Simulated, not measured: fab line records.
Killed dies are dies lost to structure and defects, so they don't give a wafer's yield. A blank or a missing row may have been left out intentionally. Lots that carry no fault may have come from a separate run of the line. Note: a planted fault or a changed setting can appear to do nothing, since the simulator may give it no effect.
Struck lot and sound lot, side by side / flow n5 finfet / 14 out of 1938 route steps
Sound: the wafers L254.2, L254.3, L254.6. Struck: wafer L265.6 (left out: L265.3, L265.4 of the same lot, which were not struck); the cause appears at the end.
Order at every step that has rows: each side's tool, ch and its chambers, its first start. Under that, the readings that differ: sound wafers / struck wafers / difference of the means / sigmas: that difference in standard deviations of wafers without a fault.
alike: same words and numbers on both sides, and readings whose means sit less than 2 such deviations apart. not compared: any withheld reading, any reading some wafer has no value for, any bound like >300 that may hide the same value, and any number with overlapping values for which the record gives no deviation.
The two part at a step that has a row with sigmas, a row that says differs or no value, or rows on one side only. When numbers do not overlap yet have no deviation, they are printed without sigmas and do not part them. Lack of a reading on every wafer of one side parts them only where that side has two or more wafers.

first, 8 steps without rows for these wafers: N5_MIM_BOT_LITHO_HMDS_01 (time 60 s); N5_MIM_BOT_LITHO_COAT_02; N5_MIM_BOT_LITHO_EBR_04; N5_MIM_BOT_LITHO_SOFTBAKE_03 (time 90 s); N5_MIM_BOT_LITHO_EXPOSE_05 (exposes mask MIM BOT); N5_MIM_BOT_LITHO_PEB_06; N5_MIM_BOT_LITHO_DEVELOP_07 (develop time 60 s); N5_MIM_BOT_LITHO_HARDBAKE_09 (time 120 s).
N5_MIM_BOT_LITHO_CD_MEAS_08: target cd 3000 nm.
  sound on cd sem-03 ch 0, day 12 12:39; struck on cd sem-03 ch 0, day 15 21:59
reading=cd nm (nm); sound=2998.2 2996.8 2997.7; struck=3001.2; difference=+3.6; sigmas=+2
N5_MIM_BOT_LITHO_OVL_MEAS_11:
  sound on overlay-01 ch 0, day 12 12:41; struck on overlay-02 ch 0, day 15 22:00
  alike: MIM_BOT_OVL
N5_MIM_BOT_LITHO_INSPECT_12: inspects for defects (macro).
  sound on defect inspect-02 at day 12 12:42; struck on defect inspect-02 at day 15 22:02
  alike: raw defect count
N5_MIM_BOT_LITHO_DESCUM_10: chemistry O2, time 7.9 s.
  sound on rie diel-02 ch 0,1,2, day 12 12:50; struck on rie diel-01 ch 0, day 15 22:04
reading=showerhead plenum p Torr (Torr); sound=2.08 2.17 2.13; struck=1.97; difference=-0.16; sigmas=-3
  alike: drypump motor current A, oes product au, rf vpp V, throttle valve pct
  not compared: rf hours counter h
N5_MIM_BOT_ETCH_ETCH_04: etches SiNx in CF4/O2, target depth 26 nm, time 13 s.
  sound on rie diel-02 ch 0,1,2, day 12 12:53; struck on rie diel-01 ch 0, day 15 22:08
reading=rf fwd power W (W); sound=530.4 531.8 534.4; struck=661.9; difference=+129.7; sigmas=+76
reading=rf vpp V (V); sound=237 239 240; struck=210; difference=-29; sigmas=-8
reading=showerhead plenum p Torr (Torr); sound=2.19 2.28 2.25; struck=2.08; difference=-0.16; sigmas=-3
reading=model.etch.depth nm (nm); sound=26.13 26.01 25.53; struck=30.25; difference=+4.36; sigmas=
  alike: drypump motor current A, oes product au, throttle valve pct
  not compared: rf hours counter h
N5_MIM_BOT_ETCH_ETCH_03: etches the open film in Cl2/BCl3, target depth 12 nm.
  sound on rie metal-03 ch 1, day 12 13:01; struck on rie metal-03 ch 1, day 15 22:15
  alike: drypump motor current A, oes product au, rf fwd power W, throttle valve pct
  not compared: rf hours counter h

== WHERE THEY PART ==
Earliest at N5_MIM_BOT_LITHO_CD_MEAS_08; latest, in this record, at N5_MIM_BOT_ETCH_ETCH_04. Later steps at which nothing parts them and some readings are alike: N5_MIM_BOT_ETCH_ETCH_03.

WHY: the cause the simulator had injected
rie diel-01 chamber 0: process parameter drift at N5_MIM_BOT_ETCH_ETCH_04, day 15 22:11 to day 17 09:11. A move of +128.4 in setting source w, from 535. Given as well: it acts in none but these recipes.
